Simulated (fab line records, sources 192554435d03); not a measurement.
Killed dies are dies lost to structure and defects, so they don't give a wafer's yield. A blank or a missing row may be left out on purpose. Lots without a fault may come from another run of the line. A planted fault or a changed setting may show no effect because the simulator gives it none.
Chamber matching | flow n5_finfet | N5_BEOL_M8_STRIP_67 on rie_diel-04: 4 sister chambers
The step strips in CF4. 4 wafers are shown with their chamber, then 7 later ones without.

WAFERS WITH THEIR CHAMBER
wafer  | chamber | showerhead_plenum_p_Torr (Torr)
L310.2 | 1       | 1.88
L315.4 | 0       | 1.83
L315.5 | 2       | 1.76
L316.5 | 3       | 1.83

WAFERS WITHOUT THEIR CHAMBER
wafer  | showerhead_plenum_p_Torr (Torr)
L316.6 | 1.83
L323.2 | 1.88
L323.4 | 1.83
L323.5 | 1.88
L324.1 | 1.75
L324.5 | 1.88
L324.6 | 1.75

WHICH CHAMBER EACH WENT THROUGH
wafer  | from the rows above     | in truth
L316.6 | can't be placed: 0 or 3 | 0
L323.2 | 1                       | 1
L323.4 | can't be placed: 0 or 3 | 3
L323.5 | 1                       | 1
L324.1 | 2                       | 2
L324.5 | 1                       | 1
L324.6 | 2                       | 2
Placed correctly: 5 of 7. Can't be placed from these rows: 2 (the true chamber is among the candidates in 2). Placed wrongly: 0.
How it was worked out, from the rows above alone: a wafer's distance from a chamber is the root of the sum, over the readings, of the square of ((its reading less the chamber's mean) divided by the reading's scatter). The wafer belongs to the nearest chamber; if the next one is less than 2 further off, it can't be placed. A chamber's mean is the mean of its shown wafers. The scatter: with one shown wafer a chamber, the root of the mean of the squares of how far each hidden wafer lies from its nearest shown one.
